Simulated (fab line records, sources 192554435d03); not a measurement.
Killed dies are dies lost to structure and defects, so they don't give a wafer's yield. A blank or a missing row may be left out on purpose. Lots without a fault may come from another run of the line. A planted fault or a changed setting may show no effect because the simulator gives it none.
Split-lot experiment | flow n5_finfet | 7 lots, 21 wafers read, on a route of 1938 steps

THE SPLIT
At N5_MIM_BOT_ETCH_ETCH_04 (etches SiNx in CF4/O2, target depth 26 nm, time 13 s), the setting source_w was moved away from the recipe's 535 W on 6 of the 21 wafers read, by -13.9% to +10.1%. The other wafers ran this setting at the recipe's value.

The reading is taken at the split's own step.

THE READING
rf_vpp_V, in V, at N5_MIM_BOT_ETCH_ETCH_04 (etches SiNx in CF4/O2, target depth 26 nm, time 13 s). Fault-free wafers of this fab line usually give 241.6 V, standard deviation 1.8 V.

wafer  | tool, chamber at the split | source_w as run, W | against the recipe | rf_vpp_V, V | against lot-mates on the recipe
L074.2 | rie_diel-04, 0             | 570.1              | +6.6%              | 233.4       | -6.0
L074.4 | rie_diel-04, 2             | 535                | recipe             | 240.6       | -
L074.6 | rie_diel-04, 1             | 535                | recipe             | 238.2       | -
L075.1 | rie_diel-02, 1             | 460.7              | -13.9%             | 265.1       | +22.1
L075.3 | rie_diel-02, 2             | 535                | recipe             | 245.5       | -
L075.4 | rie_diel-02, 0             | 535                | recipe             | 240.5       | -
L076.1 | rie_diel-02, 2             | 535                | recipe             | 243.3       | -
L076.2 | rie_diel-02, 0             | 535                | recipe             | 240.8       | -
L076.3 | rie_diel-02, 1             | 535                | recipe             | 244.2       | -
L078.1 | rie_diel-04, 1             | 535                | recipe             | 241.8       | -
L078.5 | rie_diel-04, 0             | 535                | recipe             | 240.4       | -
L078.6 | rie_diel-04, 3             | 535                | recipe             | 242.9       | -
L083.3 | rie_diel-05, 3             | 535                | recipe             | 239.7       | -
L083.5 | rie_diel-05, 1             | 535                | recipe             | 239.5       | -
L083.6 | rie_diel-05, 2             | 535                | recipe             | 245.7       | -
L088.2 | rie_diel-04, 1             | 589.1              | +10.1%             | 228.6       | -12.6
L088.3 | rie_diel-04, 0             | 589.1              | +10.1%             | 229.2       | -12.0
L088.4 | rie_diel-04, 2             | 535                | recipe             | 241.2       | -
L090.1 | rie_diel-04, 3             | 501.2              | -6.3%              | 251.6       | +11.7
L090.3 | rie_diel-04, 1             | 501.2              | -6.3%              | 249.5       | +9.6
L090.4 | rie_diel-04, 2             | 535                | recipe             | 239.9       | -

THE FIT
A straight line over all 21 wafers: rf_vpp_V changes by -1.44 V for each +1% of source_w; r = -0.96; the points scatter about the line by 2.2 V.
The same after taking each lot's own level away (the mean of its wafers on the recipe; 21 wafers): -1.4 V for each +1%; r = -0.97; scatter 2 V.
On that fit, the largest move of source_w shifts the reading by 19 V.
The lots' own levels span 239.40 to 243.00 V, that is 2.0 times the standard deviation above.
So the lot-to-lot level changes the slope little: the two slopes agree.
Check: with one of the wafers moved furthest among these (-13.9%) left out of the fit, the line predicts +18.7 V for it against its lot-mates. It came out at +22.1 V against them.
Tool readings at the split's step, against how far the setting was moved: rf_vpp_V r = -0.96.

OTHER SPLITS ON THESE WAFERS
These wafers also went through other splits before the reading. Each is held against what the fit with the lots' levels taken away leaves over:
other split on the same wafers | wafers away from the commonest value | r with rf_vpp_V (lot level and that fit taken away)
N5_BEOL_M15_PEB_26 peb_time_s  | 9                                    | -0.03

THE WHOLE CHAIN: every reading that the file lists as answering this split, in the file's order
step                    | what it does                                         | reading                                                        | change (the file's fit)               | r (the file's)
N5_MIM_BOT_ETCH_ETCH_04 | etches SiNx in CF4/O2, target depth 26 nm, time 13 s | rf_vpp_V                                                       | -1.42 V for each +1% of the setting   | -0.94
N5_MIM_BOT_ETCH_ETCH_04 | etches SiNx in CF4/O2, target depth 26 nm, time 13 s | etch.depth_nm (the simulator's own value, which no gauge read) | +0.262 nm for each +1% of the setting | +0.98

THE FILE'S OWN FIT
rf_vpp_V changes by -1.42 V for each +1% of source_w, r = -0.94.
